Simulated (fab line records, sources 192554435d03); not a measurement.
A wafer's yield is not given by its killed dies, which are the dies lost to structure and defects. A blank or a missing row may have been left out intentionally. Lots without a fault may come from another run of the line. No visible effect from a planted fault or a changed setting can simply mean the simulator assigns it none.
A lot that was struck, set against a sound lot :: flow n5-finfet :: 36 steps out of a route of 1938
Sound: wafers L180.2, L180.3, L180.6. Struck: wafers L176.4, L176.5, L176.6. At the end, the cause is stated.
For every step that has rows: the tool of each side, followed by ch and its chambers, followed by its first start. Under that, the readings that differ: sound wafers :: struck wafers :: difference of the means :: sigmas: that difference in standard deviations of wafers without a fault.
alike: same words and numbers on both sides, and readings whose means sit less than 2 such deviations apart. not compared: any withheld reading, any reading some wafer has no value for, any bound like >300 that may hide the same value, and any number with overlapping values for which the record gives no deviation.
Wherever a step has rows on one side only, a row that says differs or no value, or a row with sigmas, the two part there. Numbers that don't overlap but have no deviation are shown without sigmas and don't part them. Lack of a reading on every wafer of one side parts them only where that side has two or more wafers.

first, 9 steps without rows for these wafers: N5_BEOL_M4_ANNEAL_95 (time 240 s); N5_BEOL_M4_SPUTTER_96 (material Cu, target thk 4.5 nm, time 8.29 s); N5_BEOL_M4_ECD_50 (material Cu, target thk 300 nm); N5_BEOL_M4_ANNEAL_51 (time 90 s); N5_BEOL_M4_CMP_52 (polishes, stops on SiOC, t overpolish 6.8 s, target thk 40 nm); N5_BEOL_M4_PRE_CLEAN_60 (time 15 s); N5_BEOL_M4_CO_CAP_55 (material Co, precursor CCTBA/H2, target thk 2 nm, time 102.1 s); N5_BEOL_M4_PRE_CLEAN_56 (time 15 s); N5_BEOL_M4_DEP_57 (deposits SiCN from 3MS/NH3, target thk 8 nm, time 14 s).
N5_BEOL_M4_RC_MEAS_101:
  sound on prober-01 ch 0, day 13 11:55; struck on prober-02 ch 0, day 12 13:22
  alike: DIBL_N, DIBL_P, IOFF_N, IOFF_P, ION_N, ION_P, SS_N, SS_P, VT_N, VT_P
then, 24 steps without rows for these wafers: N5_BEOL_M5_ILD_DEP_00 (deposits SiCOH lowk from DEMS/porogen, target thk 140.64 nm, time 25.9 s); N5_BEOL_M5_CURE_79 (cures SiCOH lowk, time 240 s); N5_BEOL_M5_PECVD_70 (deposits SiO2 from TEOS/O2, target thk 16 nm, time 18 s); N5_BEOL_M5_HM_DEP_02 (deposits TiN, target thk 20 nm); N5_BEOL_M5_COAT_59 (time 60 s, resist thk 60 nm); N5_BEOL_M5_COAT_60 (time 60 s, resist thk 12 nm); N5_BEOL_M5_COAT_71 (time 60 s, resist thk 5 nm); N5_BEOL_M5_COAT_05 (resist thk 30 nm); N5_BEOL_M5_EBR_07; N5_BEOL_M5_SOFTBAKE_06 (time 60 s); N5_BEOL_M5_EXPOSE_08 (exposes mask M5, target cd 28 nm); N5_BEOL_M5_PEB_09 (peb time 60 s); N5_BEOL_M5_DEVELOP_10 (develop time 30 s); N5_BEOL_M5_DESCUM_16 (chemistry O2, time 7 s); N5_BEOL_M5_ETCH_72 (etches underlayer in N2/H2, target depth 6.5 nm, time 5.2 s); N5_BEOL_M5_ETCH_61 (etches SiARC in CF4, target depth 15.6 nm, time 26 s); N5_BEOL_M5_ETCH_62 (etches SOC in N2/H2, target depth 75 nm, overetch 15 nm, time 112.5 s); N5_BEOL_M5_STRIP_63 (strips in N2/H2); N5_BEOL_M5_STRIP_73 (strips in N2/H2); N5_BEOL_M5_STRIP_64 (strips in CF4); N5_BEOL_M5_HM_OPEN_17 (chemistry Cl2/BCl3, target TiN, target depth 20 nm, overetch 6 nm); N5_BEOL_M5_STRIP_19 (strips in O2); N5_BEOL_M5_COAT_65 (time 60 s, resist thk 60 nm); N5_BEOL_M5_COAT_66 (time 60 s, resist thk 12 nm).
-- a jump in the record: the struck wafers' starts before and after are 3 days apart (it breaks off in module BEOL_M5 and resumes in module BEOL_M12, where the first step shown is number 1642 of the route) --
N5_BEOL_M12_STRIP_37: strips in N2/H2.
  sound on plasma-asher-01 ch 0,1, day 16 04:05; struck on plasma-asher-02 ch 0,1, day 15 03:07
  no value came back on the struck wafers for any of 5 readings (drypump-motor-current-A (A), h2-flow-sccm (sccm) and others); on the sound wafers drypump-motor-current-A (A) reads 5.51 5.43 5.44
  not compared: rf-hours-counter-h
N5_PASSIVATION_PROBE_49:
  sound on prober-02 at day 17 18:21; struck on prober-02 at day 16 15:49
reading: defect-limited-yield (%)
sound: 92.3 90.8 88.7
struck: 0 0 0
difference: -91
sigmas: -65

reading: killed_at_M4_up
sound: 17 21 29
struck: 1094 1062 1070
difference: +1053
sigmas: +99 or more

reading: killed-dies
sound: 91 108 133
struck: 1180 1180 1180
difference: +1069
sigmas: +67

reading: killed-on-rim
sound: 9 13 24
struck: 152 152 152
difference: +137
sigmas: +37

reading: sort_bin_5_function (%)
sound: 4.3 5.6 6.6
struck: 96.7 94.4 96.1
difference: +90.2
sigmas: +99 or more

reading: sort-n-pass
sound: 1089 1072 1047
struck: 0 0 0
difference: -1069
sigmas: -67

reading: sort-yield-pct (%)
sound: 92.3 90.8 88.7
struck: 0 0 0
difference: -91
sigmas: -65
  alike: killed_at_M0_to_M3, killed-at-contacts, killed-at-front-end, killed-at-other, killed-open, killed-short, sort_bin_6_memory

== WHERE THEY PART ==
Last at N5_PASSIVATION_PROBE_49 as far as this record goes, first at N5_BEOL_M12_STRIP_37.

WHY: what had been put in by the simulator
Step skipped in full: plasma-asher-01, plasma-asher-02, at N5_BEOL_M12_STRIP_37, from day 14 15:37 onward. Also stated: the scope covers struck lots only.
